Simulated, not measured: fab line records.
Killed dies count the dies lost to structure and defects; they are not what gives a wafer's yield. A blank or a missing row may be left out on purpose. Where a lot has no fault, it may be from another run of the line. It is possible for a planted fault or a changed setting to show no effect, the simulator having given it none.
fab line records	flow nand-harc
record lots=6	wafers=18	last-day=33
route steps=1302 shown P_M1@315 P_M2@318 END@1302
lots with no fault: from the same line, run without faults
start-h: hours from the record's opening day to when the first of the lot's shown wafers began	wait-h: how many hours have passed since the lot's step before this one	" as in the row above	L1.1+2: a row that stands for several wafers	- value missing, or start not given	* or withheld: withheld	< > ~ a bound
route shown NAME@n: names a module that has steps shown in the file, with the first one's number in the route	usual: mean and standard deviation over wafers with no fault	same: alike in all rows	chamber/n: place in a boat	sites: per-site readings	_std_site: the standard deviation of these	_edge_site: inner sites' mean taken away from outer sites' mean	radius-mm: how far each site lies from the wafer's centre	mask NAME#n: copy n	behind: tool/chamber where the wafer was last shaped	hold: why the lot went on hold/how many hours it stayed there/how the hold came to an end	device: the transistor (n, p or np) that didn't switch	end of line: the route-end tests of the same wafers	a step given without rows: its recipe and nothing more	killed: not the wafer's yield, but the dies lost to structure and defects at the first sort	map: per-die view of a wafer (x killed, . not killed, _ where there is no die)
set.NAME: the run value of the setting; set.NAME@STEP: its run value at that earlier step	model.NAME: the simulator's own value behind a step, which no gauge read
lots seen at some steps along the route; tables by step, rows by wafer
services: when a tool's chamber went out of use (start-h, in hours from the record's first day, below 0 if earlier), for how many hours, and the reason
## steps
# step NHARC_P_M1_INSPECT_27
# usual raw-defect-count=290/130
lot.wafer	tool	chamber	start-h	wait-h	raw-defect-count
L255.3	defect-inspect-01	-	132.21	0.0	203
L255.4	"	-	"	"	156
L255.5	"	-	"	"	109
L264.1	defect-inspect-02	-	229.17	0.0	246
L264.2	"	-	"	"	371
L264.3	"	-	"	"	264
L265.1	defect-inspect-02	-	237.16	0.0	179
L265.3	"	-	"	"	243
L265.4	"	-	"	"	260
L272.2	defect-inspect-02	-	304.83	0.0	385
L272.3	"	-	"	"	375
L272.6	"	-	"	"	530
L273.3	defect-inspect-02	-	314.53	0.0	697
L273.5	"	-	"	"	628
L273.6	"	-	"	"	608
L276.1	defect-inspect-01	-	348.73	0.0	419
L276.4	"	-	"	"	264
L276.5	"	-	"	"	225
# step NHARC_P_M1_PRE_CLEAN_32
# recipe time-s=12	temp-c=370	rf-power-w=300	gas=NH3
# usual heater-power-w=634/71
lot.wafer	tool	chamber	start-h	wait-h	heater-power-w
L255.3	pecvd-02	0	132.28	0.1	624
L255.5	"	0	"	"	613
L255.4	"	1	"	"	642
L264.3	pecvd-04	1	229.24	0.1	612
L264.1	"	2	"	"	620
L264.2	"	0	"	"	824
L265.3	pecvd-03	0	237.23	0.1	663
L265.1	"	1	"	"	690
L265.4	"	2	"	"	730
L272.2	pecvd-03	1	304.91	0.1	671
L272.3	"	2	"	"	653
L272.6	"	1	"	"	666
L273.3	pecvd-04	0	314.61	0.1	778
L273.5	"	2	"	"	576
L273.6	"	1	"	"	634
L276.1	pecvd-02	0	348.82	0.1	693
L276.4	"	2	"	"	505
L276.5	"	0	"	"	688
# step NHARC_P_M1_DEP_33
# recipe target-thk-a=300	temp-c=370	target-thk-nm=30	pressure-torr=3	flow-sccm=200	rf-w=450	material=SiCN
# usual chamber-pressure-Torr=3.001/0.0059	heater-power-w=585/60
lot.wafer	tool	chamber	start-h	wait-h	chamber-pressure-Torr	heater-power-w
L255.3	pecvd-02	0	132.36	0.1	2.998	556
L255.5	"	0	"	"	2.992	549
L255.4	"	1	"	"	3.000	578
L264.3	pecvd-04	1	229.32	0.1	2.993	629
L264.1	"	2	"	"	2.996	588
L264.2	"	0	"	"	2.999	699
L265.3	pecvd-03	0	237.31	0.1	2.996	542
L265.1	"	1	"	"	3.000	558
L265.4	"	2	"	"	3.003	619
L272.2	pecvd-03	1	305.02	0.1	3.001	648
L272.3	"	2	"	"	3.018	641
L272.6	"	1	"	"	3.006	648
L273.3	pecvd-04	0	314.72	0.1	2.996	677
L273.5	"	2	"	"	3.004	558
L273.6	"	1	"	"	2.995	570
L276.1	pecvd-02	0	348.96	0.1	2.995	666
L276.4	"	2	"	"	3.007	428
L276.5	"	0	"	"	2.994	671
# step NHARC_P_M2_DEP_00
# recipe target-thk-a=1825	target-thk-nm=182.5	temp-c=withheld	pressure-torr=5	flow-sccm=200	rf-w=600	material=SiOC
# step NHARC_P_M2_DEHYDRATE_01
# recipe temp-c=150	time-s=120
# step NHARC_P_M2_HMDS_02
# recipe time-s=30
# step NHARC_P_M2_COAT_34
# recipe temp-c=200	time-s=65
# step NHARC_P_M2_COAT_03
# recipe spin-rpm=1500	resist-thk-nm=90
# step NHARC_P_M2_SOFTBAKE_04
# recipe temp-c=105	time-s=55
# step NHARC_P_M2_EBR_05
# step NHARC_P_M2_EXPOSE_06
# recipe na=1.35	target-cd-nm=170	dose-mj=80.78	mask-id=P_M2
# step NHARC_P_M2_PEB_07
# recipe peb-temp-c=100	peb-time-s=65
# usual heater-power-total-W=156.6/0.42	plate-temp-C=99.99/0.13
lot.wafer	tool	chamber	start-h	wait-h	heater-power-total-W	plate-temp-C
L255.3	litho-track-01	0	133.52	0.0	156.0	100.15
L255.4	"	0	"	"	157.1	99.80
L255.5	"	0	"	"	156.0	99.87
L264.1	litho-track-06	0	230.35	0.1	130.0	87.21
L264.2	"	0	"	"	129.0	87.29
L264.3	"	0	"	"	129.2	87.13
L265.1	litho-track-06	0	238.48	0.1	130.0	87.34
L265.3	"	0	"	"	129.5	87.19
L265.4	"	0	"	"	129.5	87.09
L272.2	litho-track-04	0	306.14	0.1	157.2	100.17
L272.3	"	0	"	"	156.7	100.29
L272.6	"	0	"	"	156.0	100.19
L273.3	litho-track-06	0	315.85	0.0	156.7	99.89
L273.5	"	0	"	"	156.2	99.83
L273.6	"	0	"	"	157.1	99.82
L276.1	litho-track-01	0	350.04	0.1	157.0	99.70
L276.4	"	0	"	"	157.1	100.02
L276.5	"	0	"	"	155.9	99.80
# step NHARC_P_M2_DEVELOP_08
# recipe develop-time-s=35	dev-temp-c=23
# step NHARC_P_M2_CD_MEAS_09
# recipe target-cd-nm=170	landing-energy-ev=500
# usual cd-nm=170.1/0.76
lot.wafer	tool	chamber	start-h	wait-h	cd-nm
L255.3	cd-sem-03	0	133.60	-	172.4
L255.4	"	0	"	"	170.9
L255.5	"	0	"	"	170.6
L264.1	cd-sem-01	0	230.43	-	106.0
L264.2	"	0	"	"	106.2
L264.3	"	0	"	"	105.5
L265.1	cd-sem-03	0	238.56	-	107.1
L265.3	"	0	"	"	107.1
L265.4	"	0	"	"	105.9
L272.2	cd-sem-03	0	306.23	-	169.3
L272.3	"	0	"	"	170.3
L272.6	"	0	"	"	170.3
L273.3	cd-sem-03	0	315.94	-	170.6
L273.5	"	0	"	"	170.4
L273.6	"	0	"	"	169.9
L276.1	cd-sem-02	0	350.12	-	171.1
L276.4	"	0	"	"	169.9
L276.5	"	0	"	"	171.1
# step NHARC_P_M2_OVL_MEAS_10
# recipe pitch-nm=340
# usual overlay-x-nm=0.0/0.89	overlay-y-nm=-0.1/0.8
lot.wafer	tool	chamber	start-h	wait-h	overlay-x-nm	overlay-y-nm
L255.3	overlay-01	-	133.69	-	0.5	0.9
L255.4	"	-	"	"	1.4	0.1
L255.5	"	-	"	"	1.0	1.0
L264.1	overlay-02	-	230.51	-	0.5	0.1
L264.2	"	-	"	"	0.9	-0.5
L264.3	"	-	"	"	1.1	-1.0
L265.1	overlay-02	-	238.64	-	0.0	0.1
L265.3	"	-	"	"	0.5	-0.1
L265.4	"	-	"	"	0.5	0.1
L272.2	overlay-01	-	306.31	-	-0.2	-0.5
L272.3	"	-	"	"	-0.2	-0.5
L272.6	"	-	"	"	-0.4	-0.7
L273.3	overlay-01	-	316.02	-	-0.5	1.2
L273.5	"	-	"	"	-0.7	0.2
L273.6	"	-	"	"	-0.2	0.5
L276.1	overlay-01	-	350.21	-	-1.2	0.0
L276.4	"	-	"	"	-0.9	-0.1
L276.5	"	-	"	"	-1.4	0.8
# step NHARC_P_M2_INSPECT_11
# usual raw-defect-count=4.6/2.4
lot.wafer	tool	chamber	start-h	wait-h	raw-defect-count
L255.3	defect-inspect-01	-	133.72	0.0	6
L255.4	"	-	"	"	4
L255.5	"	-	"	"	5
L264.1	defect-inspect-02	-	230.55	0.0	5
L264.2	"	-	"	"	4
L264.3	"	-	"	"	7
L265.1	defect-inspect-01	-	238.68	0.0	5
L265.3	"	-	"	"	12
L265.4	"	-	"	"	4
L272.2	defect-inspect-01	-	306.35	0.0	7
L272.3	"	-	"	"	10
L272.6	"	-	"	"	10
L273.3	defect-inspect-01	-	316.06	0.0	9
L273.5	"	-	"	"	9
L273.6	"	-	"	"	6
L276.1	defect-inspect-01	-	350.24	0.0	4
L276.4	"	-	"	"	7
L276.5	"	-	"	"	1
# step NHARC_P_M2_DESCUM_14
# recipe time-s=3	o2-flow-sccm=200	ar-flow-sccm=0	bias-power-w=0	chemistry=O2
# usual drypump-motor-current-A=5.6/0.37	oes-product-au=0.999/0.011	rf-vpp-V=57.9/0.81	showerhead-plenum-p-Torr=1.96/0.068	throttle-valve-pct=11.312/0.0089
lot.wafer	tool	chamber	start-h	wait-h	drypump-motor-current-A	oes-product-au	rf-hours-counter-h	rf-vpp-V	showerhead-plenum-p-Torr	throttle-valve-pct	model.P_M2.cd-nm
L255.3	rie-diel-05	2	133.79	0.1	5.2	0.999	2.8	58.0	2.04	11.303	172.2
L255.4	"	1	"	"	5.3	1.008	2.9	58.7	2.04	11.305	171
L255.5	"	2	"	"	5.2	0.994	-	57.1	2.04	11.320	170.7
L264.3	rie-diel-04	3	230.62	0.1	6.2	0.990	2.3	58.7	1.89	11.320	105.1
L264.1	"	0	"	"	5.7	0.992	3.1	56.6	1.83	11.302	106.8
L264.2	"	1	"	"	6.0	1.007	3.0	57.5	1.89	11.312	107
L265.3	rie-diel-04	3	238.76	0.1	6.2	0.997	2.9	58.4	1.89	11.304	106.6
L265.1	"	1	"	"	5.9	1.015	3.3	56.8	1.89	11.323	107
L265.4	"	2	"	"	5.2	1.001	2.7	57.3	1.94	11.307	106.2
L272.3	rie-diel-05	1	306.41	0.1	5.3	0.993	3.5	59.5	2.04	11.310	169.7
L272.2	"	0	"	"	6.2	1.000	3.6	59.1	2.01	11.297	168.6
L272.6	"	2	"	"	5.2	0.985	-	57.8	2.04	11.300	170.3
L273.3	rie-diel-05	2	316.14	0.1	5.2	0.989	4.5	58.7	2.04	11.323	170.1
L273.6	"	0	"	"	6.1	1.009	-	56.2	2.01	11.327	168.5
L273.5	"	1	"	"	5.3	1.000	-	57.4	2.04	11.309	169.5
L276.1	rie-diel-04	2	350.33	0.1	5.2	1.007	9.9	57.0	1.94	11.301	170.9
L276.5	"	0	"	"	5.7	1.006	-	56.4	1.82	11.292	171
L276.4	"	1	"	"	5.9	1.012	-	57.5	1.89	11.318	170
# step NHARC_P_M2_ETCH_35
# recipe target-depth-a=400	overetch-a=120	time-s=43.94	ion-energy-ev=200	n2-flow-sccm=150	h2-flow-sccm=150	ar-flow-sccm=0	rf-w=400	bias-w=150	chemistry=N2/H2
# usual drypump-motor-current-A=5.6/0.38	oes-product-au=1.001/0.01	rf-vpp-V=431.6/2.1	showerhead-plenum-p-Torr=2.08/0.074	throttle-valve-pct=14.171/0.0091
lot.wafer	tool	chamber	start-h	wait-h	drypump-motor-current-A	oes-product-au	rf-hours-counter-h	rf-vpp-V	showerhead-plenum-p-Torr	throttle-valve-pct
L255.4	rie-diel-05	3	133.87	0.1	5.4	1.018	2.0	428.5	2.02	14.165
L255.3	"	0	"	"	6.2	1.005	2.8	433.4	2.15	14.169
L255.5	"	0	"	"	6.2	1.004	-	433.2	2.15	14.165
L264.2	rie-diel-04	0	230.70	0.1	5.7	0.998	3.1	428.1	1.94	14.180
L264.3	"	1	"	"	6.0	1.011	3.0	429.6	2.02	14.168
L264.1	"	2	"	"	5.2	0.992	2.2	431.0	2.07	14.170
L265.4	rie-diel-04	0	238.86	0.1	5.7	1.009	3.4	427.7	1.94	14.192
L265.3	"	1	"	"	5.9	1.019	3.3	429.2	2.02	14.184
L265.1	"	2	"	"	5.2	0.999	2.7	430.6	2.07	14.165
L272.3	rie-diel-05	3	306.49	0.1	5.3	0.991	4.5	427.8	2.02	14.172
L272.2	"	1	"	"	5.3	0.993	3.5	434.1	2.17	14.156
L272.6	"	3	"	"	5.3	0.993	-	430.0	2.02	14.170
L273.3	rie-diel-05	3	316.21	0.1	5.3	1.001	4.8	429.3	2.02	14.161
L273.6	"	3	"	"	5.3	0.999	-	429.5	2.02	14.172
L273.5	"	0	"	"	6.2	1.008	-	432.4	2.14	14.180
L276.1	rie-diel-04	2	350.42	0.1	5.2	1.002	9.9	431.1	2.07	14.176
L276.4	"	1	"	"	5.9	1.008	-	430.5	2.01	14.169
L276.5	"	2	"	"	5.2	1.000	-	431.3	2.07	14.160
# step NHARC_P_M2_ETCH_15
# recipe target-depth-a=1825	time-s=91.2	c4f8-flow-sccm=withheld	ar-flow-sccm=400	rf-w=600	bias-w=300	chemistry=C4F8/Ar
# usual oes-product-au=0.943/0.022	rf-vpp-V=442.2/2.2
lot.wafer	tool	chamber	start-h	wait-h	oes-product-au	rf-hours-counter-h	rf-vpp-V
L255.4	rie-diel-05	1	-	-	0.965	2.9	445.2
L255.3	"	2	"	"	0.965	2.8	443.6
L255.5	"	3	"	"	0.966	-	439.1
L264.1	rie-diel-04	3	-	-	0.923	2.4	440.6
L264.2	"	0	"	"	0.922	3.2	439.2
L264.3	"	1	"	"	0.929	3.0	439.9
L265.1	rie-diel-04	3	-	-	0.914	2.9	440.5
L265.4	"	0	"	"	0.933	3.5	438.9
L265.3	"	1	"	"	0.927	3.3	439.8
L272.3	rie-diel-05	3	-	-	0.974	4.5	439.6
L272.2	"	1	"	"	0.972	3.5	445.0
L272.6	"	0	"	"	0.984	-	443.5
L273.3	rie-diel-05	3	-	-	0.979	4.8	440.6
L273.5	"	1	"	"	0.954	-	445.2
L273.6	"	2	"	"	0.955	-	446.3
L276.1	rie-diel-04	1	-	-	0.936	10.3	440.9
L276.4	"	0	"	"	0.932	-	437.6
L276.5	"	1	"	"	0.942	-	440.8
# step NHARC_P_M2_CD_MEAS_16
# usual cd-nm=170.0/1
lot.wafer	tool	chamber	start-h	wait-h	cd-nm
L255.3	cd-sem-01	-	134.10	-	172.6
L255.4	"	-	"	"	171.4
L255.5	"	-	"	"	170.7
L264.1	cd-sem-01	-	230.92	-	107.1
L264.2	"	-	"	"	106.7
L264.3	"	-	"	"	105.0
L265.1	cd-sem-03	-	239.07	-	106.9
L265.3	"	-	"	"	106.6
L265.4	"	-	"	"	105.8
L272.2	cd-sem-03	-	306.72	-	169.0
L272.3	"	-	"	"	169.7
L272.6	"	-	"	"	171.1
L273.3	cd-sem-03	-	316.43	-	170.3
L273.5	"	-	"	"	169.1
L273.6	"	-	"	"	169.1
L276.1	cd-sem-02	-	350.65	-	171.0
L276.4	"	-	"	"	169.7
L276.5	"	-	"	"	171.4
# step NHARC_P_M2_STRIP_18
# recipe power-w=1000	n2-flow-sccm=150	h2-flow-sccm=150	ar-flow-sccm=0	bias-w=0	chemistry=N2/H2
# usual drypump-motor-current-A=5.7/0.37	oes-product-au=1.001/0.011	power-w=1000/3.2	rf-vpp-V=90.7/0.91	showerhead-plenum-p-Torr=2.06/0.072	throttle-valve-pct=14.171/0.0094
lot.wafer	tool	chamber	start-h	wait-h	drypump-motor-current-A	oes-product-au	power-w	rf-hours-counter-h	rf-vpp-V	showerhead-plenum-p-Torr	throttle-valve-pct
L255.3	rie-diel-05	2	134.17	0.1	5.2	0.997	1002	2.8	91.3	2.18	14.183
L255.4	"	1	"	"	5.3	0.989	995	2.9	90.8	2.18	14.167
L255.5	"	2	"	"	5.2	1.007	998	-	92.9	2.18	14.188
L264.2	rie-diel-06	2	230.99	0.1	5.8	1.015	1004	5.9	90.2	1.99	14.180
L264.3	"	0	"	"	5.3	0.990	992	5.7	89.2	2.05	14.185
L264.1	"	1	"	"	5.9	0.989	1002	5.6	90.7	2.12	14.165
L265.3	rie-diel-04	3	239.15	0.1	6.2	1.004	994	3.0	91.4	2.01	14.177
L265.1	"	1	"	"	6.0	1.014	996	3.3	90.5	2.02	14.174
L265.4	"	2	"	"	5.2	0.998	997	2.8	91.3	2.07	14.183
L272.3	rie-diel-04	3	306.81	0.1	6.2	0.993	1003	6.5	89.9	2.01	14.165
L272.2	"	0	"	"	5.7	0.993	1000	6.8	90.9	1.94	14.173
L272.6	"	3	"	"	6.2	0.992	999	-	91.0	2.01	14.174
L273.3	rie-diel-06	1	316.57	0.1	6.0	1.009	993	0.0	91.7	2.12	14.182
L273.5	"	2	"	"	5.8	0.982	1003	-	91.4	1.99	14.173
L273.6	"	3	"	"	5.4	1.003	998	-	90.1	2.09	14.174
L276.4	rie-diel-05	3	350.73	0.1	5.4	1.002	1003	6.3	89.2	2.02	14.182
L276.1	"	2	"	"	5.2	1.001	999	6.2	92.1	2.18	14.182
L276.5	"	3	"	"	5.3	1.018	997	-	91.3	2.02	14.177
# step NHARC_P_M2_ETCH_28
# recipe target-depth-a=300	over-etch-frac=0.3	time-s=72.99	ion-energy-ev=150	cf4-flow-sccm=50	n2-flow-sccm=100	ar-flow-sccm=150	rf-w=300	bias-w=100	chemistry=CF4/N2
# usual drypump-motor-current-A=5.7/0.35	oes-product-au=1.001/0.011	rf-vpp-V=314.4/1.5	showerhead-plenum-p-Torr=2.64/0.087	throttle-valve-pct=19.795/0.0096
lot.wafer	tool	chamber	start-h	wait-h	drypump-motor-current-A	oes-product-au	rf-hours-counter-h	rf-vpp-V	showerhead-plenum-p-Torr	throttle-valve-pct	model.P_M2.cd-nm
L255.4	rie-diel-05	0	-	-	6.2	1.000	2.9	315.2	2.75	19.790	170.7
L255.3	"	1	"	"	5.3	0.987	2.9	316.8	2.79	19.802	172.4
L255.5	"	0	"	"	6.2	1.002	-	314.6	2.75	19.802	170.7
L264.1	rie-diel-06	2	-	-	5.8	0.998	6.0	312.9	2.56	19.799	106.3
L264.3	"	0	"	"	5.3	0.985	5.7	313.9	2.64	19.789	105.5
L264.2	"	1	"	"	5.9	0.971	5.6	314.7	2.72	19.779	106.2
L265.1	rie-diel-04	1	-	-	5.9	1.008	3.4	312.6	2.60	19.788	108.1
L265.4	"	2	"	"	5.2	0.993	2.8	314.6	2.67	19.793	105.9
L265.3	"	3	"	"	6.2	0.995	3.0	315.8	2.59	19.789	105.7
L272.3	rie-diel-04	1	-	-	6.0	0.994	7.2	312.9	2.60	19.792	169.5
L272.2	"	3	"	"	6.2	0.992	6.6	313.3	2.59	19.784	169.2
L272.6	"	0	"	"	5.7	0.997	-	313.6	2.51	19.790	170
L273.3	rie-diel-06	3	-	-	5.5	1.010	0.1	314.4	2.69	19.791	169.6
L273.5	"	3	"	"	5.5	1.011	-	315.0	2.69	19.803	169.6
L273.6	"	2	"	"	5.8	0.987	-	313.3	2.56	19.785	168.3
L276.4	rie-diel-05	3	-	-	5.3	1.001	6.4	313.7	2.60	19.791	170.9
L276.1	"	1	"	"	5.3	0.982	5.4	315.0	2.78	19.794	170.1
L276.5	"	3	"	"	5.3	0.995	-	314.4	2.60	19.806	172.7
# step NHARC_P_M2_STRIP_19
# recipe time-s=600	temp-c=30	chemistry=post-etch-residue-remover
# step NHARC_END_SORT_01
# recipe temp-c=25
# usual defect-limited-yield=90/3.8	killed-at-array=61/26	killed-at-other=0.8/1.1	killed-at-periphery=4.0/2.6	killed-dies=66/26	killed-open=3.1/1.7	killed-short=2.5/1.5
# same gross-dies=677
lot.wafer	tool	chamber	start-h	wait-h	defect-limited-yield[%]	killed-at-array	killed-at-other	killed-at-periphery	killed-dies	killed-open	killed-short
L264.1	prober-01	0	665.48	2.5	0	48	1	628	677	1	3
L264.2	prober-01	0	666.28	2.8	0	46	0	631	677	1	1
L264.3	prober-01	0	667.09	3.1	0	47	0	630	677	4	3
L265.1	prober-02	0	690.00	2.5	0	67	3	607	677	2	1
L265.3	prober-02	0	691.64	3.1	0	75	1	601	677	6	2
L265.4	prober-02	0	692.47	3.5	0	58	2	617	677	2	3
# killed by level:class
L264.1 P_M2:area-peb=625 A_SLIT:chamber-film-flake=32 A_CHANNEL_HOLE_D1:chamber-film-flake=7 A_STAIRCASE:chamber-film-flake=2 A_WL_FILL:chamber-film-flake=2 A_CONTACT:chamber-film-flake=2 P_M0:geometric-particle:open=1 A_CHANNEL_FILL_D1:geometric-particle:short=1
L264.2 P_M2:area-peb=629 A_SLIT:chamber-film-flake=35 A_CHANNEL_HOLE_D1:chamber-film-flake=7 A_CONTACT:chamber-film-flake=2 A_ONON_D1:geometric-particle:short=1 A_M0:geometric-particle:open=1 P_STI:chamber-film-flake=1 P_GATE:chamber-film-flake=1
L264.3 P_M2:area-peb=625 A_SLIT:chamber-film-flake=27 A_CHANNEL_HOLE_D1:chamber-film-flake=7 A_CONTACT:chamber-film-flake=4 A_CHANNEL_FILL_D1:geometric-particle:open=2 P_GATE:chamber-film-flake=2 A_STAIRCASE:chamber-film-flake=2 P_M2:geometric-particle:open=1
L265.1 P_M2:area-peb=605 A_SLIT:chamber-film-flake=33 A_CONTACT:chamber-film-flake=13 A_CHANNEL_HOLE_D2:chamber-film-flake=8 A_CHANNEL_HOLE_D1:chamber-film-flake=6 THIN_TSV:chamber-film-flake=3 P_GATE:chamber-film-flake=2 A_CHANNEL_FILL_D2:chamber-film-flake=2
L265.3 P_M2:area-peb=592 A_SLIT:chamber-film-flake=29 A_CONTACT:chamber-film-flake=16 A_CHANNEL_HOLE_D1:chamber-film-flake=10 A_CHANNEL_HOLE_D2:chamber-film-flake=10 P_GATE:chamber-film-flake=6 A_CHANNEL_FILL_D1:geometric-particle:open=2 A_STAIRCASE:chamber-film-flake=2
L265.4 P_M2:area-peb=613 A_SLIT:chamber-film-flake=29 A_CHANNEL_HOLE_D2:chamber-film-flake=12 A_CONTACT:chamber-film-flake=5 P_GATE:chamber-film-flake=3 A_CHANNEL_FILL_D2:chamber-film-flake=3 A_WL_FILL:geometric-particle:short=2 A_CHANNEL_HOLE_D1:chamber-film-flake=2
# map L264.1 (x killed, . not)
____________x____________
_________xxxxxxx_________
_______xxxxxxxxxxx_______
______xxxxxxxxxxxxx______
_____xxxxxxxxxxxxxxx_____
____xxxxxxxxxxxxxxxxx____
____xxxxxxxxxxxxxxxxx____
___xxxxxxxxxxxxxxxxxxx___
___xxxxxxxxxxxxxxxxxxx___
__xxxxxxxxxxxxxxxxxxxxx__
__xxxxxxxxxxxxxxxxxxxxx__
_xxxxxxxxxxxxxxxxxxxxxxx_
_xxxxxxxxxxxxxxxxxxxxxxx_
_xxxxxxxxxxxxxxxxxxxxxxx_
_xxxxxxxxxxxxxxxxxxxxxxx_
_xxxxxxxxxxxxxxxxxxxxxxx_
xxxxxxxxxxxxxxxxxxxxxxxxx
xxxxxxxxxxxxxxxxxxxxxxxxx
xxxxxxxxxxxxxxxxxxxxxxxxx
xxxxxxxxxxxxxxxxxxxxxxxxx
xxxxxxxxxxxxxxxxxxxxxxxxx
_xxxxxxxxxxxxxxxxxxxxxxx_
_xxxxxxxxxxxxxxxxxxxxxxx_
_xxxxxxxxxxxxxxxxxxxxxxx_
_xxxxxxxxxxxxxxxxxxxxxxx_
_xxxxxxxxxxxxxxxxxxxxxxx_
__xxxxxxxxxxxxxxxxxxxxx__
__xxxxxxxxxxxxxxxxxxxxx__
___xxxxxxxxxxxxxxxxxxx___
___xxxxxxxxxxxxxxxxxxx___
____xxxxxxxxxxxxxxxxx____
____xxxxxxxxxxxxxxxxx____
_____xxxxxxxxxxxxxxx_____
______xxxxxxxxxxxxx______
_______xxxxxxxxxxx_______
_________xxxxxxx_________
____________x____________
# map L265.1 (x killed, . not)
____________x____________
_________xxxxxxx_________
_______xxxxxxxxxxx_______
______xxxxxxxxxxxxx______
_____xxxxxxxxxxxxxxx_____
____xxxxxxxxxxxxxxxxx____
____xxxxxxxxxxxxxxxxx____
___xxxxxxxxxxxxxxxxxxx___
___xxxxxxxxxxxxxxxxxxx___
__xxxxxxxxxxxxxxxxxxxxx__
__xxxxxxxxxxxxxxxxxxxxx__
_xxxxxxxxxxxxxxxxxxxxxxx_
_xxxxxxxxxxxxxxxxxxxxxxx_
_xxxxxxxxxxxxxxxxxxxxxxx_
_xxxxxxxxxxxxxxxxxxxxxxx_
_xxxxxxxxxxxxxxxxxxxxxxx_
xxxxxxxxxxxxxxxxxxxxxxxxx
xxxxxxxxxxxxxxxxxxxxxxxxx
xxxxxxxxxxxxxxxxxxxxxxxxx
xxxxxxxxxxxxxxxxxxxxxxxxx
xxxxxxxxxxxxxxxxxxxxxxxxx
_xxxxxxxxxxxxxxxxxxxxxxx_
_xxxxxxxxxxxxxxxxxxxxxxx_
_xxxxxxxxxxxxxxxxxxxxxxx_
_xxxxxxxxxxxxxxxxxxxxxxx_
_xxxxxxxxxxxxxxxxxxxxxxx_
__xxxxxxxxxxxxxxxxxxxxx__
__xxxxxxxxxxxxxxxxxxxxx__
___xxxxxxxxxxxxxxxxxxx___
___xxxxxxxxxxxxxxxxxxx___
____xxxxxxxxxxxxxxxxx____
____xxxxxxxxxxxxxxxxx____
_____xxxxxxxxxxxxxxx_____
______xxxxxxxxxxxxx______
_______xxxxxxxxxxx_______
_________xxxxxxx_________
____________x____________
## services
tool	chamber	start-h	hours	kind
rie-diel-05	0	110.60	-	clean
pecvd-04	-	122.86	0.8	repair
pecvd-03	-	123.93	1.8	repair
rie-diel-06	-	130.20	9.0	pm
rie-diel-06	3	147.40	10.5	repair
rie-diel-06	2	149.92	2.8	repair
litho-track-01	-	155.00	7.0	pm
pecvd-04	-	167.69	0.6	repair
pecvd-04	-	169.28	1.4	repair
rie-diel-04	0	170.45	6.7	repair
rie-diel-04	-	177.93	9.0	pm
litho-track-06	-	179.01	7.0	pm
pecvd-03	-	185.30	13.0	pm
litho-track-04	-	203.00	7.0	pm
pecvd-02	-	227.19	13.0	pm
rie-diel-05	-	229.60	9.0	pm
pecvd-03	-	258.01	0.9	repair
pecvd-04	-	269.39	13.0	pm
pecvd-02	0	290.06	12.8	repair
rie-diel-06	-	307.20	9.0	pm
pecvd-03	0	320.85	1.7	repair
litho-track-01	-	330.01	7.0	pm
rie-diel-06	0	331.95	4.6	repair
rie-diel-04	3	346.67	5.6	repair
## key
first-sign step=NHARC_P_M2_PEB_07	reading=plate-temp-C	direction=down	sigmas=99+	usual=*	struck=*
effect step=NHARC_P_M2_PEB_07	reading=heater-power-total-W	direction=down	sigmas=65	usual=*	struck=*
effect step=NHARC_P_M2_CD_MEAS_09	reading=cd-nm	direction=down	sigmas=83	usual=170.1	struck=106.3
effect step=NHARC_P_M2_CD_MEAS_16	reading=cd-nm	direction=down	sigmas=62	usual=170.0	struck=106.3
effect step=NHARC_END_SORT_01	reading=killed-at-periphery	direction=up	sigmas=99+	usual=4.0	struck=619
model-effect step=NHARC_P_M2_DESCUM_14	value=P_M2.cd-nm	without=170	struck=106.5
model-effect step=NHARC_P_M2_ETCH_28	value=P_M2.cd-nm	without=169.9	struck=106.3
more-kills-born-at NHARC_P_M2_PEB_07@litho-track-06=3689
met-at NHARC_P_M2_PEB_07
struck-wafers L264.1,L264.2,L264.3,L265.1,L265.3,L265.4
later-rows-left-out L264.1,L264.2,L264.3,L265.1,L265.3,L265.4
fault kind=process-parameter-drift	tool=litho-track-06	chamber=-	onset-h=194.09	steps=NHARC_P_M2_PEB_07	channel=peb-temp-c	offset=*	shape=step	end-h=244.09	acts-in=*	stated=*
# later-rows-left-out: the simulator's readings of these wafers behind a module that went badly wrong aren't trusted and aren't shown, but for the sort
